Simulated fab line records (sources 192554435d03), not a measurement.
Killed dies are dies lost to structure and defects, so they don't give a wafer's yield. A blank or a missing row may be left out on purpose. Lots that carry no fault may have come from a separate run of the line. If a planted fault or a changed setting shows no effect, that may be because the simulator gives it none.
fab line records | flow n5Finfet
record lots=10 wafers=30 lastDay=17
route steps=1938 shown MOL_CONTACT_COAG@538 BEOL_M4@1111 PASSIVATION@1936
lots with no fault: from the same line, run without faults
startH: start of the lot's first displayed wafer, in hours after the record's first day | waitH: hours from the lot's prior step to this one | " repeats the value in the row above | L1.1+2: a row that stands for several wafers | - no value, or no start was given | * or withheld: withheld | < > ~ a bound
route shown NAME@n: names a module that has steps shown in the file, with the first one's number in the route | usual: average and standard deviation across the fault-free wafers | same: alike in all rows | chamber/n: place in a boat | sites: the reading at each site | _std_site: standard deviation across them | _edge_site: mean of outer sites minus mean of inner sites | radiusMm: for every site, how far away it sits from the centre of the wafer | mask NAME#n: copy n | behind: the tool/chamber that last shaped the wafer | hold: cause of the lot's hold/its duration in hours/its outcome | device: which transistor (n, p or np) failed to switch | end of line: the route-end tests of the same wafers | where a step has no rows: the recipe by itself | killed: at the first sort, the dies lost to defects and structure; wafer yield is something else | map: a wafer's dies, marking killed ones x, the rest . and places with no die _
set.NAME: the setting that was run; set.NAME@STEP: the one run at that earlier step | model.NAME: the simulator's own value behind a step, which no gauge read
steps of the route over a sample of lots; a table a step, a row a wafer
services: the hour from which a tool's chamber was out of use, counted from the record's first day as startH (under 0 if before that day), plus the number of hours and why
## steps
# step N5_MOL_CONTACT_COAG_ETCH_110
# recipe chemistry=CF4/O2 target=Si targetDepthA=25 timeS=8 pressureMtorr=100 sourceW=200 biasW=12 ionEnergyEv=60 Ar_flow_sccm=100 cf4FlowSccm=100 O2_flow_sccm=10
# usual biasW=12.00/0.037 drypumpMotorCurrentA=5.9/0.37 oesProductAu=0.80/0.1 rfVppV=126.7/1.7 showerheadPlenumPTorr=2.22/0.089 throttleValvePct=10.75/0.28
# columns lot.wafer tool chamber startH waitH biasW drypumpMotorCurrentA oesProductAu rfHoursCounterH rfVppV showerheadPlenumPTorr throttleValvePct
L158.3 rieDiel-06 0 88.88 0.0 11.99 5.8 0.86 62 124.9 2.17 10.49
L158.4 " 3 " " 12.02 6.4 0.70 - 129.0 2.20 11.01
L158.5 " 0 " " 12.04 5.8 0.85 - 124.3 2.17 10.49
L159.1 rieDiel-03 3 98.41 0.0 12.01 6.2 0.80 82 126.6 2.34 10.85
L159.2 " 1 " " 12.02 5.9 0.69 231 127.0 2.28 11.32
L159.5 " 1 " " 12.02 5.9 0.68 - 127.2 2.28 11.32
L163.2 rieDiel-03 2 117.73 0.0 11.94 6.2 0.76 142 127.0 2.06 10.93
L163.4 " 3 " " 12.02 6.2 0.80 86 127.8 2.34 10.86
L163.6 " 1 " " 11.99 5.9 0.68 - 127.9 2.28 11.35
L164.1 rieDiel-06 2 128.63 0.0 12.05 6.3 0.69 233 126.2 2.19 11.02
L164.2 " 3 " " 12.00 6.4 0.69 242 131.4 2.19 11.03
L164.4 " 1 " " 12.05 5.4 0.96 9 128.4 2.36 10.36
L167.1 rieDiel-03 2 145.74 0.0 12.00 6.2 0.74 155 126.7 2.06 10.97
L167.3 " 3 " " 12.06 6.2 0.79 100 129.1 2.34 10.89
L167.4 " 0 " " 12.08 5.6 0.71 - 126.3 2.20 10.81
L169.3 rieDiel-06 0 167.20 0.0 11.42 5.8 0.81 100 122.2 2.16 10.61
L169.4 " 3 " " 11.45 6.4 0.92 - 124.2 2.19 10.37
L169.5 " 1 " " 11.43 5.3 0.90 - 121.7 2.35 10.45
L172.2 rieDiel-06 1 178.28 0.0 11.52 5.3 0.88 39 123.0 2.35 10.47
L172.4 " 0 " " 11.45 5.8 0.79 106 118.7 2.15 10.62
L172.5 " 0 " " 11.48 5.8 0.80 - 119.1 2.15 10.64
L175.2 rieDiel-03 2 196.48 0.0 12.01 6.2 0.74 178 126.8 2.05 11.04
L175.3 " 1 " " 12.03 5.9 0.93 18 128.2 2.27 10.69
L175.6 " 1 " " 12.01 5.9 0.93 - 126.8 2.27 10.70
L177.3 rieDiel-03 0 207.20 0.0 11.95 5.6 0.69 238 125.5 2.19 10.90
L177.5 " 1 " " 11.98 5.9 0.93 - 127.4 2.27 10.71
L177.6 " 0 " " 11.98 5.6 0.70 - 125.7 2.19 10.91
L178.1 rieDiel-05 0 209.82 0.0 11.92 5.3 0.71 229 127.2 2.12 11.31
L178.2 " 1 " " 12.05 5.9 0.69 207 127.6 2.12 10.68
L178.6 " 2 " " 11.93 5.4 0.95 - 128.0 2.36 10.37
# step N5_MOL_CONTACT_COAG_TI_SIL_19
# recipe material=Ti targetThkA=42 tempC=200 chamberPressurePa=5 powerW=5000 timeS=15
# usual throttleValvePct=29.8/1.4
# columns lot.wafer tool chamber startH waitH throttleValvePct
L158.3 pvdSputter-03 - 89.57 0.2 29.4
L158.4 " - " " 29.0
L158.5 " - " " 29.2
L159.1 pvdSputter-02 - 100.44 1.4 30.3
L159.2 " - " " 30.4
L159.5 " - " " 29.9
L163.2 pvdSputter-02 - 118.57 0.2 30.0
L163.4 " - " " 32.1
L163.6 " - " " 30.4
L164.1 pvdSputter-01 - 130.43 0.2 29.1
L164.2 " - " " 28.5
L164.4 " - " " 27.4
L167.1 pvdSputter-01 - 146.52 0.3 28.5
L167.3 " - " " 27.6
L167.4 " - " " 29.3
L169.3 pvdSputter-03 - 167.98 0.3 29.5
L169.4 " - " " 32.1
L169.5 " - " " 29.6
L172.2 pvdSputter-01 - 179.64 0.3 28.3
L172.4 " - " " 29.3
L172.5 " - " " 31.3
L175.2 pvdSputter-01 - 197.07 0.2 29.4
L175.3 " - " " 31.0
L175.6 " - " " 31.0
L177.3 pvdSputter-03 - 207.90 0.1 32.0
L177.5 " - " " 28.8
L177.6 " - " " 29.9
L178.1 pvdSputter-01 - 210.62 0.2 28.2
L178.2 " - " " 27.8
L178.6 " - " " 31.1
# step N5_MOL_CONTACT_COAG_PRE_CLEAN_141
# recipe gas=H2/He timeS=60 tempC=300
# usual heaterPowerW=475/37
# columns lot.wafer tool chamber startH waitH heaterPowerW
L158.3 pvdSputter-03 - 91.13 1.0 498
L158.4 " - " " 472
L158.5 " - " " 484
L159.1 pvdSputter-02 - 101.48 0.5 431
L159.2 " - " " 502
L159.5 " - " " 502
L163.2 pvdSputter-01 - 119.78 0.6 435
L163.4 " - " " 510
L163.6 " - " " 474
L164.1 pvdSputter-01 - 131.43 0.4 494
L164.2 " - " " 537
L164.4 " - " " 446
L167.1 pvdSputter-03 - 148.39 1.3 419
L167.3 " - " " 471
L167.4 " - " " 468
L169.3 pvdSputter-03 - 168.94 0.4 474
L169.4 " - " " 474
L169.5 " - " " 479
L172.2 pvdSputter-01 - 180.42 0.2 500
L172.4 " - " " 549
L172.5 " - " " 478
L175.2 pvdSputter-03 - 199.40 1.8 463
L175.3 " - " " 504
L175.6 " - " " 488
L177.3 pvdSputter-01 - 208.62 0.1 535
L177.5 " - " " 507
L177.6 " - " " 429
L178.1 pvdSputter-01 - 212.76 1.6 544
L178.2 " - " " 431
L178.6 " - " " 510
# step N5_MOL_CONTACT_COAG_CO_FILL_22
# recipe material=Co targetThkA=200 tempC=200 precursor=CCTBA/H2 pressureTorr=30
# usual heaterPowerW=249/28
# columns lot.wafer tool chamber startH waitH heaterPowerW
L158.3 cvdCo-02 2 91.31 0.1 251
L158.4 " 0 " " 212
L158.5 " 1 " " 300
L159.1 cvdCo-01 0 101.66 0.1 225
L159.2 " 1 " " 290
L159.5 " 1 " " 295
L163.2 cvdCo-01 0 119.96 0.1 230
L163.4 " 2 " " 245
L163.6 " 0 " " 228
L164.1 cvdCo-01 0 131.65 0.1 231
L164.2 " 2 " " 251
L164.4 " 2 " " 252
L167.1 cvdCo-01 2 148.63 0.1 253
L167.3 " 0 " " 222
L167.4 " 2 " " 241
L169.3 cvdCo-02 2 169.12 0.1 235
L169.4 " 1 " " 300
L169.5 " 0 " " 209
L172.2 cvdCo-02 0 180.61 0.1 217
L172.4 " 2 " " 236
L172.5 " 0 " " 206
L175.2 cvdCo-01 1 199.58 0.1 279
L175.3 " 0 " " 228
L175.6 " 0 " " 228
L177.3 cvdCo-01 2 208.80 0.1 245
L177.5 " 0 " " 226
L177.6 " 1 " " 280
L178.1 cvdCo-01 1 212.94 0.1 268
L178.2 " 2 " " 253
L178.6 " 1 " " 273
# step N5_BEOL_M4_RC_MEAS_101
# usual DIBL_N=35.9/1.3 DIBL_P=36.3/1.5 IOFF_N=0.153/0.023 IOFF_P=0.208/0.028 ION_N=672/9.7 ION_P=462/6.6 SS_N=71.5/0.53 SS_P=73.3/0.59 VT_N=250.4/2.7 VT_P=-250.5/3
# columns lot.wafer tool chamber startH waitH DIBL_N[mV/V] DIBL_P[mV/V] IOFF_N[nA/um] IOFF_P[nA/um] ION_N[uA/um] ION_P[uA/um] SS_N[mV/dec] SS_P[mV/dec] VT_N[mV] VT_P[mV]
L158.3 prober-02 0 168.84 0.3 35.3 35.2 0.137 0.175 660 453 71.3 73.1 250.9 -254.6
L158.4 " 0 " " 36.9 37.2 0.162 0.197 679 461 71.8 73.7 249.6 -255.0
L158.5 " 0 " " 34.4 33.8 0.120 0.152 660 450 70.7 72.3 254.1 -257.9
L159.1 prober-01 0 183.96 0.0 35.9 35.8 0.154 0.189 673 457 71.3 73.1 251.8 -254.4
L159.2 " 0 " " 37.1 37.6 0.182 0.213 677 457 71.6 73.7 251.6 -250.9
L159.5 " 0 " " 37.2 37.0 0.181 0.215 684 465 72.2 74.0 248.6 -250.2
L163.2 prober-02 0 211.64 0.2 35.9 36.9 0.143 0.198 655 451 71.9 72.9 253.9 -255.0
L163.4 " 0 " " 37.1 38.6 0.173 0.225 671 461 71.3 73.9 248.6 -249.8
L163.6 " 0 " " 34.8 36.6 0.137 0.194 666 459 70.9 72.7 251.7 -250.7
L164.1 prober-01 0 223.00 0.0 36.8 37.2 0.170 0.235 681 470 72.2 73.8 248.3 -249.1
L164.2 " 0 " " 36.9 35.8 0.168 0.222 685 469 70.7 73.4 248.3 -250.4
L164.4 " 0 " " 35.7 35.7 0.149 0.217 671 467 71.8 73.9 252.0 -249.9
L167.1 prober-02 0 227.20 0.0 35.7 35.8 0.135 0.180 675 460 71.3 73.6 253.1 -249.9
L167.3 " 0 " " 37.4 38.7 0.173 0.224 684 471 71.7 73.5 247.8 -248.1
L167.4 " 0 " " 37.4 38.2 0.169 0.213 686 464 71.9 73.1 247.4 -251.0
L169.3 prober-01 0 243.81 0.3 35.8 35.2 0.141 0.200 670 462 71.3 73.0 252.4 -250.8
L169.4 " 0 " " 34.1 32.7 0.116 0.167 649 450 70.6 72.7 257.0 -254.6
L169.5 " 0 " " 34.7 34.5 0.120 0.191 654 464 70.8 73.3 253.8 -251.3
L172.2 prober-02 0 268.63 0.2 36.0 36.8 0.177 0.237 687 472 71.6 73.8 243.4 -248.3
L172.4 " 0 " " 37.6 37.8 0.198 0.244 664 460 72.9 74.2 246.2 -247.6
L172.5 " 0 " " 36.6 36.5 0.174 0.235 676 465 71.9 73.4 246.1 -246.4
L175.2 prober-01 0 279.33 0.2 34.7 36.2 0.135 0.171 677 456 71.2 72.8 253.7 -255.0
L175.3 " 0 " " 35.2 36.0 0.140 0.176 667 455 71.5 73.7 252.1 -255.3
L175.6 " 0 " " 34.3 35.4 0.126 0.161 663 456 71.2 73.0 253.5 -255.1
L177.3 prober-01 0 303.42 0.8 33.7 34.3 0.136 0.213 665 462 70.9 73.3 251.6 -247.8
L177.5 " 0 " " 33.9 34.7 0.137 0.212 670 466 70.4 72.4 250.3 -248.5
L177.6 " 0 " " 34.0 35.1 0.144 0.223 686 476 71.5 73.6 251.4 -245.7
L178.1 prober-01 0 309.20 0.0 35.8 38.0 0.168 0.216 673 462 71.5 73.4 249.3 -252.6
L178.2 " 0 " " 32.8 34.6 0.121 0.176 669 460 71.3 72.8 251.3 -253.5
L178.6 " 0 " " 34.9 37.1 0.152 0.203 685 474 71.5 73.5 252.4 -249.4
# step N5_PASSIVATION_PROBE_49
# usual defectLimitedYield=91.1/1.5 killed_at_M0_to_M3=35/9.5 killed_at_M4_up=13/5.2 killedAtContacts=12/6.1 killedAtFrontEnd=41/14 killedAtOther=3.8/2.9 killedDies=105/17 killedOpen=70/13 killedShort=33/8.4 sort_bin_5_function=5.1/0.97 sort_bin_6_memory=3.4/0.69 sortNPass=1075/17 sortYieldPct=91.1/1.5
# same grossDies=1180 killedAtBackSide=0 sort_bin_4_leakage[%]=0 sort_bin_8_speed[%]=0
# columns lot.wafer tool chamber startH waitH defectLimitedYield[%] killed_at_M0_to_M3 killed_at_M4_up killedAtContacts killedAtFrontEnd killedAtOther killedDies killedOpen killedShort sort_bin_5_function[%] sort_bin_6_memory[%] sortNPass sortYieldPct[%]
L175.2 prober-02 - 385.26 0.1 91.4 32 12 19 36 2 101 58 36 5.3 3.1 1079 91.4
# killed by level:class
L175.2 MOL_CONTACT_COAG:geometricParticle:open=14 FIN_SAQP:geometricParticle:short=11 BEOL_M1:geometricParticle:open=7 FIN_SAQP:geometricParticle:open=5 BEOL_M3:geometricParticle:open=5 DUMMY_GATE:geometricParticle:open=4 BEOL_M0_SAQP:geometricParticle:open=4 BEOL_M2:geometricParticle:open=4
## services
# columns tool chamber startH hours kind
pvdSputter-02 - 69.55 28.8 repair
cvdCo-02 0 70.46 15.5 repair
rieDiel-06 1 87.45 - clean
rieDiel-06 1 87.45 - consumableReplace:focusRing
rieDiel-06 1 87.45 - consumableReplace:showerhead
rieDiel-06 1 87.45 24.6 scheduledDown
rieDiel-06 1 87.45 24.6 ventCycle
cvdCo-01 1 114.67 - clean
cvdCo-01 1 114.67 22.0 scheduledDown
cvdCo-01 1 114.67 22.0 ventCycle
rieDiel-05 - 117.79 14.6 pm
pvdSputter-01 - 118.42 0.9 repair
rieDiel-06 0 131.83 6.3 repair
pvdSputter-01 - 136.93 1.7 repair
rieDiel-03 1 141.03 - clean
rieDiel-03 1 141.03 - consumableReplace:focusRing
rieDiel-03 1 141.03 15.4 scheduledDown
rieDiel-03 1 141.03 15.4 ventCycle
rieDiel-05 - 143.02 12.1 repair
pvdSputter-01 - 147.86 3.0 repair
cvdCo-02 - 148.24 6.9 pm
rieDiel-03 0 160.20 1.9 repair
cvdCo-01 2 172.74 5.5 repair
rieDiel-05 2 178.77 4.2 repair
## key
firstSign step=N5_MOL_CONTACT_COAG_ETCH_110 reading=biasW direction=down sigmas=15 usual=* struck=*
effect step=N5_MOL_CONTACT_COAG_ETCH_110 reading=rfVppV direction=down sigmas=3.1 usual=126.7 struck=121.5
metAt N5_MOL_CONTACT_COAG_ETCH_110
struckLots L169,L172
notActingAt N5_MOL_CONTACT_COAG_TI_SIL_19,N5_MOL_CONTACT_COAG_PRE_CLEAN_141,N5_MOL_CONTACT_COAG_CO_FILL_22
onsetBetween 128.63 167.20
fault kind=processParameterDrift tool=rieDiel-06 chamber=- onsetH=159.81 steps=N5_MOL_CONTACT_COAG_ETCH_110 channel=biasW offset=* shape=step endH=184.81 actsIn=* stated=*
